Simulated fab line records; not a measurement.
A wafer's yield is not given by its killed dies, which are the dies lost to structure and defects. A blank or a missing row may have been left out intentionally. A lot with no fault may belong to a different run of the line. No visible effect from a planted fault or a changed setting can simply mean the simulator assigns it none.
Which tool is to blame? | flow nand-harc | 21 wafers from 7 lots sampled at 4 of the route's 1302 steps

== WHAT EACH GAUGE READ, for each wafer ==
NHARC_END_SORT_01.
lot  | measured     | on        | killed-at-array
L314 | day 27 18:48 | prober-02 | 164 103 125

== WHAT TOOL EACH LOT RAN ON (gives the tool, then ch and the chambers of the sampled wafers, and finally the start) ==
lot  | NHARC_A_CONTACT_ETCH_135             | NHARC_THIN_TSV_STRIP_45              | NHARC_THIN_TSV_PVD_19
L307 | har-cap-etch-01 ch 0,1, day 22 10:14 | plasma-asher-02 ch 0,1, day 23 22:09 | pvd-sputter-01, no start
L308 | har-cap-etch-03 ch 0,1, day 23 00:49 | plasma-asher-01 ch 0,1, day 24 10:39 | pvd-sputter-01, no start
L314 | har-cap-etch-03 ch 0,1, day 25 17:41 | plasma-asher-02 ch 0,1, day 27 06:19 | pvd-sputter-01, day 27 18:48 or earlier
L317 | har-cap-etch-01 ch 0,1, day 27 09:52 | plasma-asher-02 ch 0,1, day 29 01:17 | pvd-sputter-02, no start
L322 | har-cap-etch-01 ch 0,1, day 29 05:16 | plasma-asher-02 ch 0,1, day 30 15:49 | pvd-sputter-02, no start
L327 | har-cap-etch-02 ch 0,1, day 30 17:28 | plasma-asher-02 ch 0,1, day 32 03:47 | pvd-sputter-02, no start
L328 | har-cap-etch-03 ch 0,1, day 31 09:58 | plasma-asher-02 ch 0,1, day 32 21:08 | pvd-sputter-03, no start
- NHARC_A_CONTACT_ETCH_135: etches the open film in C4F8/O2/Ar, time 311 s, target depth 1912 nm.
- NHARC_THIN_TSV_STRIP_45: strips in O2.
- NHARC_THIN_TSV_PVD_19: deposits TaN, target thk 20 nm.

== THE ANSWER, worked out from the rows above alone ==
Rule: what is usual is taken from the lots themselves. The widest of any qualifying gaps counts: lots, ordered by their means at a reading, are off when they make up no more than a third of the lots, leave a main group of 4 or more, and stand apart from it by 3 or more times the standard deviation of that group's means. The tables above print the reading to a certain number of digits; a main group whose means all agree to those digits is not used. A lot without any number at a reading at which 4 lots or more have one is off too. Where the step has rows for the other lots, those lots are counted as sound.
No lot is off on any of the readings shown, so nothing can be concluded from this.

== WHAT WAS PUT IN BY THE SIMULATOR ==
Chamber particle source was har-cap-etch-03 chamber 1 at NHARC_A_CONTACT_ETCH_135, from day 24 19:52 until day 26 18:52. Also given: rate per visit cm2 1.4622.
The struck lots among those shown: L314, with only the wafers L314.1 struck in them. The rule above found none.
